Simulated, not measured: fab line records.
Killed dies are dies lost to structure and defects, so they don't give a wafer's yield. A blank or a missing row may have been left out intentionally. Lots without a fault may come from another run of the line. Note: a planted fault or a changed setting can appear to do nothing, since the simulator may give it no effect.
fab line records    flow nand-harc
record: lots: 6  wafers: 18  last-day: 33
route steps=1302 shown A_M1@1200 A_BONDPAD@1202
lots that met no fault: taken from a fault-free run of the same line
start-h: hours from the record's opening day to when the first of the lot's shown wafers began    wait-h: how many hours have passed since the lot's step before this one    " as in the row above    L1.1+2: a single row standing in for several wafers    - value missing, or start not given    * or withheld: withheld    < > ~ a bound
route shown NAME@n: names a module that has steps shown in the file, with the first one's number in the route    usual: the fault-free wafers' mean and standard deviation    same: alike in all rows    chamber/n: place in a boat    sites: per-site readings    _std_site: their standard deviation    _edge_site: the outer-site mean with the inner-site mean subtracted    radius-mm: for every site, how far away it sits from the centre of the wafer    mask NAME#n: copy n    behind: the most recent tool/chamber to have shaped the wafer    hold: the reason the lot was held/the length of the hold in hours/how it ended    device: which transistor (n, p or np) failed to switch    end of line: the tests these same wafers got at the end of their route    where a step has no rows: the recipe by itself    killed: count of dies lost to structure and defects at first sort (not the wafer's yield)    map: shows each die of a wafer: x if killed, . if not, _ if none is there
set.NAME: the setting that was run; set.NAME@STEP: the one run at that earlier step    model.NAME: the simulator's own value behind a step, which no gauge read
lots at some steps of the route; a table a step, a row a wafer
services: the hour from which a tool's chamber was out of use, counted from the record's first day as start-h (under 0 if before that day), plus the number of hours and why
== steps ==
step: NHARC_A_M1_PRE_CLEAN_32
recipe: time-s: 12  temp-c: 370  rf-power-w: 300  gas: NH3
usual: heater-power-w: 601/55  rf-fwd-power-W: 292.6/0.86
lot.wafer  tool      chamber  start-h  wait-h  heater-power-w  rf-fwd-power-W  since-wet-clean-h
L752.3     pecvd-03  0        585.69   0.1     628             293.4           25
L752.2     "         1        "        "       563             291.1           25
L752.1     "         2        "        "       520             293.1           25
L755.2     pecvd-02  1        613.58   0.1     656             292.0           11
L755.4     "         2        "        "       513             292.2           -
L755.5     "         0        "        "       619             292.1           -
L751.2     pecvd-02  1        616.69   0.2     689             293.5           195
L751.6     "         0        "        "       615             293.8           -
L751.4     "         1        "        "       698             293.5           -
L754.3     pecvd-01  1        638.94   0.1     629             294.0           -
L754.6     "         2        "        "       600             291.1           -
L754.5     "         1        "        "       625             294.3           -
L757.2     pecvd-01  2        640.47   0.1     588             293.2           134
L757.1     "         1        "        "       617             291.8           134
L757.3     "         1        "        "       598             292.7           -
L768.3     pecvd-03  2        753.04   0.1     510             292.0           12
L768.6     "         0        "        "       669             292.7           -
L768.4     "         1        "        "       554             291.3           -
step: NHARC_A_M1_DEP_33
recipe: target-thk-a: 300  temp-c: 370  target-thk-nm: 30  pressure-torr: 3  flow-sccm: 200  rf-w: 450  material: SiCN
usual: heater-power-w: 553/60  rf-fwd-power-W: 448.8/1.5
lot.wafer  tool      chamber  start-h  wait-h  heater-power-w  rf-fwd-power-W  since-wet-clean-h
L752.3     pecvd-03  0        585.77   0.1     499             448.4           25
L752.2     "         1        "        "       520             446.9           25
L752.1     "         2        "        "       497             447.8           25
L755.2     pecvd-02  1        613.72   0.1     603             446.9           11
L755.4     "         2        "        "       508             449.1           -
L755.5     "         0        "        "       667             448.0           -
L751.2     pecvd-02  1        616.80   0.1     551             444.8           195
L751.6     "         0        "        "       608             449.7           -
L751.4     "         1        "        "       544             446.0           -
L754.3     pecvd-01  1        639.20   0.2     642             447.1           -
L754.6     "         2        "        "       518             449.5           -
L754.5     "         1        "        "       638             450.6           -
L757.2     pecvd-01  2        640.59   0.1     495             449.5           134
L757.1     "         1        "        "       653             449.3           134
L757.3     "         1        "        "       652             450.1           -
L768.3     pecvd-03  2        753.17   0.1     493             446.6           12
L768.6     "         0        "        "       607             448.9           -
L768.4     "         1        "        "       488             449.4           -
step: NHARC_A_BONDPAD_DEP_00
recipe: target-thk-a: 2500  temp-c: 370  target-thk-nm: 250  pressure-torr: 3  flow-sccm: 200  rf-w: 450  material: SiCN
usual: heater-power-w: 563/70  rf-fwd-power-W: 449.0/1.3
lot.wafer  tool      chamber  start-h  wait-h  heater-power-w  rf-fwd-power-W  since-wet-clean-h
L752.1     pecvd-04  0        586.32   -       577             449.4           123
L752.3     "         1        "        "       692             449.2           123
L752.2     "         2        "        "       670             451.1           123
L755.2     pecvd-04  1        614.28   -       585             450.6           151
L755.5     "         2        "        "       682             447.6           -
L755.4     "         0        "        "       534             448.3           -
L751.2     pecvd-04  0        617.40   -       583             448.6           154
L751.4     "         1        "        "       673             446.6           -
L751.6     "         2        "        "       642             450.7           -
L754.3     pecvd-02  1        639.82   -       641             447.2           -
L754.5     "         1        "        "       517             447.9           -
L754.6     "         0        "        "       630             451.1           -
L757.2     pecvd-03  1        641.26   -       492             447.1           81
L757.1     "         2        "        "       528             449.9           81
L757.3     "         0        "        "       537             449.5           81
L768.3     pecvd-04  2        753.68   -       630             448.8           110
L768.6     "         2        "        "       635             450.0           -
L768.4     "         0        "        "       590             449.9           -
step: NHARC_A_BONDPAD_CMP_29
recipe: target-thk-nm: 200  material: SiCN
usual: motor-current-A: 12.0/0.93
lot.wafer  tool    chamber  start-h  wait-h  motor-current-A
L752.2     cmp-01  2        586.73   -       10.7
L752.1     "       0        "        "       10.3
L752.3     "       1        "        "       11.6
L755.4     cmp-04  0        614.60   -       11.8
L755.2     "       3        "        "       11.0
L755.5     "       1        "        "       14.2
L751.2     cmp-04  0        617.74   -       11.9
L751.4     "       2        "        "       13.2
L751.6     "       3        "        "       11.0
L754.3     cmp-03  3        640.25   0.4     11.0
L754.6     "       2        "        "       11.7
L754.5     "       3        "        "       11.6
L757.2     cmp-04  1        641.67   -       14.4
L757.1     "       2        "        "       12.6
L757.3     "       0        "        "       11.1
L768.3     cmp-04  0        754.04   -       12.0
L768.4     "       3        "        "       11.2
L768.6     "       1        "        "       14.4
step: NHARC_A_BONDPAD_THK_MEAS_30
recipe: thk-meas-gauge: ellipsometry
usual: thk-nm: 199.9/1.2
lot.wafer  tool           chamber  start-h  wait-h  thk-nm
L752.1     film-metro-02  -        586.98   0.2     200.1
L752.2     "              -        "        "       199.9
L752.3     "              -        "        "       199.8
L755.2     film-metro-01  -        614.85   0.2     199.2
L755.4     "              -        "        "       199.0
L755.5     "              -        "        "       200.6
L751.2     film-metro-01  -        617.97   0.2     198.4
L751.4     "              -        "        "       198.6
L751.6     "              -        "        "       200.1
L754.3     film-metro-02  -        640.48   0.2     200.4
L754.5     "              -        "        "       200.9
L754.6     "              -        "        "       201.2
L757.1     film-metro-02  -        641.91   0.2     200.7
L757.2     "              -        "        "       199.9
L757.3     "              -        "        "       201.1
L768.3     film-metro-02  -        754.29   0.2     201.4
L768.4     "              -        "        "       198.1
L768.6     "              -        "        "       199.9
step: NHARC_A_BONDPAD_SRD_31
step: NHARC_A_BONDPAD_DEHYDRATE_01
recipe: temp-c: 150  time-s: 120
step: NHARC_A_BONDPAD_HMDS_02
recipe: time-s: 30
step: NHARC_A_BONDPAD_COAT_33
recipe: temp-c: 200  time-s: 65
step: NHARC_A_BONDPAD_COAT_03
recipe: spin-rpm: 2000  resist-thk-nm: 600
step: NHARC_A_BONDPAD_SOFTBAKE_04
recipe: temp-c: 125  time-s: 70
step: NHARC_A_BONDPAD_EBR_05
step: NHARC_A_BONDPAD_EXPOSE_06
recipe: na: 0.55  dose-mj: 36.99  mask-id: A_BPAD
usual: exposure-dose-mJ-cm2: 37.03/0.084  focus-offset-nm: -0.2/0.5
lot.wafer  tool            chamber  start-h  wait-h  mask      exposure-dose-mJ-cm2  focus-offset-nm
L752.1     krf-scanner-03  0        587.27   -       A_BPAD#0  36.99                 0.2
L752.2     "               0        "        "       A_BPAD#0  37.02                 -0.1
L752.3     "               0        "        "       A_BPAD#0  36.94                 0.3
L755.2     krf-scanner-02  -        615.14   -       A_BPAD#0  -                     -
L755.4     "               -        "        "       A_BPAD#0  -                     -
L755.5     "               -        "        "       A_BPAD#0  -                     -
L751.2     krf-scanner-02  -        618.38   -       A_BPAD#0  -                     -
L751.4     "               -        "        "       A_BPAD#0  -                     -
L751.6     "               -        "        "       A_BPAD#0  -                     -
L754.3     krf-scanner-02  0        640.78   -       A_BPAD#0  37.15                 1.2
L754.5     "               0        "        "       A_BPAD#0  37.13                 0.8
L754.6     "               0        "        "       A_BPAD#0  37.17                 1.0
L757.1     krf-scanner-02  0        642.20   -       A_BPAD#0  37.11                 -0.6
L757.2     "               0        "        "       A_BPAD#0  37.09                 -0.9
L757.3     "               0        "        "       A_BPAD#0  37.15                 -0.7
L768.3     krf-scanner-01  0        754.59   -       A_BPAD#0  36.95                 -0.7
L768.4     "               0        "        "       A_BPAD#0  36.91                 -0.2
L768.6     "               0        "        "       A_BPAD#0  36.93                 -0.4
step: NHARC_A_BONDPAD_PEB_07
recipe: peb-temp-c: 128  peb-time-s: 80
== services ==
tool            chamber  start-h  hours  kind
krf-scanner-03  -        565.19   0.9    repair
krf-scanner-03  -        568.00   4.0    pm
pecvd-02        -        576.51   2.0    repair
cmp-01          -        577.50   4.0    pm
cmp-04          -        589.56   1.7    repair
pecvd-02        -        589.63   13.0   pm
cmp-04          -        602.02   4.0    pm
krf-scanner-02  -        610.00   4.0    pm
pecvd-01        -        627.03   5.3    repair
pecvd-04        -        631.04   13.0   pm
cmp-04          -        655.87   0.4    repair
pecvd-01        2        661.79   13.2   repair
pecvd-01        -        674.59   13.0   pm
cmp-04          -        692.68   3.1    repair
cmp-04          -        700.02   4.0    pm
cmp-04          -        706.46   2.6    repair
pecvd-04        -        712.32   1.8    repair
pecvd-02        0        717.00   5.1    repair
krf-scanner-02  -        718.76   0.3    repair
pecvd-03        -        728.41   13.0   pm
cmp-04          -        737.61   1.9    repair
krf-scanner-02  -        741.52   10.9   repair
pecvd-04        2        741.82   4.1    repair
pecvd-04        -        754.57   0.5    repair
== key ==
first-sign: step: NHARC_A_BONDPAD_EXPOSE_06  reading: tool-record  direction: missing
effect none on later readings
met-at NHARC_A_BONDPAD_EXPOSE_06
struck-wafers L751.2,L751.4,L751.6,L755.2,L755.4,L755.5
later-rows-left-out L751.2,L751.4,L751.6,L755.2,L755.4,L755.5
sort-left-out L751.2,L751.4,L751.6,L755.2,L755.4,L755.5
tester-left-out L751
earlier-fault: kind: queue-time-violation  tool: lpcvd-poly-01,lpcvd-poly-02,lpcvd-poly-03  chamber: 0  onset-h: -  steps: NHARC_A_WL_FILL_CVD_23  delay-hr: 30  scope: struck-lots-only
fault: kind: skipped-step-whole  tool: krf-scanner-02  chamber: -  onset-h: 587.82  steps: NHARC_A_BONDPAD_EXPOSE_06  scope: struck-lots-only
tester-left-out: of these lots the tester's yield and bins aren't shown, on N5 and GAA mostly nor the transistor test; their killed dies are dies lost to structure and defects alone, not to doping, threshold or leakage, so they don't give the yield
sort-left-out: the simulated sort isn't trusted on such a fault, so these wafers' sort isn't shown, and their yield isn't known
later-rows-left-out: the simulator's readings of these wafers behind a module that went badly wrong aren't trusted and aren't shown, but for the sort
